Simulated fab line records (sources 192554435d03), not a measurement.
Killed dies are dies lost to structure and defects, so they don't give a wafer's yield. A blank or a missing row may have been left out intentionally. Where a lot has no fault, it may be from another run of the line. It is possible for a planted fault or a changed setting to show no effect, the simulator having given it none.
Chamber matching    flow n5-finfet    N5_BEOL_M13_DEP_53 on pecvd-01: 3 sister chambers
The step deposits SiCN from 3MS/NH3, target thk 50 nm, time 17.8 s. 3 wafers are shown with their chamber, then 7 later ones without.

## WAFERS WITH THEIR CHAMBER
wafer   chamber  showerhead-plenum-p-Torr (Torr)
L085.4  1        4.13
L088.4  2        4.10
L087.4  0        4.20

## WAFERS WHOSE CHAMBER IS MISSING
wafer   showerhead-plenum-p-Torr (Torr)
L087.5  4.09
L092.3  4.13
L092.4  4.11
L092.5  4.20
L097.1  4.20
L097.2  4.13
L097.6  4.09

## THE CHAMBER EACH PASSED THROUGH
wafer   from the rows above      in truth
L087.5  2                        2
L092.3  1                        1
L092.4  can't be placed: 2 or 1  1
L092.5  0                        0
L097.1  0                        0
L097.2  1                        1
L097.6  2                        2
Correctly placed: 6 of 7. Cannot be placed on the basis of these rows: 1; the candidates contain the true chamber in 1. Number placed wrongly: 0.
How it was worked out, from the rows above alone: a wafer's distance from a chamber is the root of the sum, over the readings, of the square of ((its reading less the chamber's mean) divided by the reading's scatter). If the next closest chamber is less than 2 further off than the closest, the wafer can't be placed; otherwise it belongs to the closest. A chamber's mean is the mean of its shown wafers. The scatter: root of mean squared gap, hidden wafer to nearest shown wafer, with one shown wafer a chamber.
